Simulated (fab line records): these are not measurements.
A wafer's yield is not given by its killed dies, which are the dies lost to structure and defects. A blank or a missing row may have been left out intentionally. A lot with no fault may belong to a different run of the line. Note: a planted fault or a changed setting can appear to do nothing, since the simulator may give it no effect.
Matching of chambers    flow n5 finfet    N5_BEOL_M11_ALD_74 on ald metal-04 has 4 sister chambers
The step deposits TaN, target thk 2 nm, pulse time 2 s, purge time 3 s. 8 wafers are shown with their chamber, then 9 later ones without.

## WAFERS WITH THEIR CHAMBER
wafer   chamber  heater power w (W)  susceptor temp C (C)
L081.1  1        459                 275.24
L084.4  3        352                 274.91
L084.6  1        463                 275.11
L085.3  2        525                 274.88
L085.5  0        459                 274.64
L091.4  2        512                 274.89
L091.5  3        353                 275.10
L091.6  0        452                 275.24

## WAFERS MISSING THEIR CHAMBER
wafer   heater power w (W)  susceptor temp C (C)
L093.1  456                 274.89
L093.2  347                 275.32
L093.5  451                 275.01
L092.1  344                 274.63
L092.3  443                 275.34
L092.4  521                 274.89
L095.4  498                 275.20
L095.5  458                 274.86
L095.6  346                 275.02

## WHICH CHAMBER EACH ONE RAN IN
wafer   from the rows above      in truth
L093.1  can't be placed: 0 or 1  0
L093.2  3                        3
L093.5  can't be placed: 0 or 1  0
L092.1  3                        3
L092.3  can't be placed: 0 or 1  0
L092.4  2                        2
L095.4  2                        2
L095.5  can't be placed: 0 or 1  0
L095.6  3                        3
5 of 9 placed correctly. Unplaceable from these rows: 4, with the true chamber sitting among the candidates in 4. Number placed wrongly: 0.
How it was worked out, from the rows above alone: a wafer's distance from a chamber is the root of the sum, over the readings, of the square of ((its reading less the chamber's mean) divided by the reading's scatter). If the next closest chamber is less than 2 further off than the closest, the wafer can't be placed; otherwise it belongs to the closest. For every chamber, the mean is computed from those of its wafers that are shown. How the scatter is found: for the shown wafers, subtract from each reading the mean of its chamber, square and add these, divide the total by (wafers less chambers), then take the root.
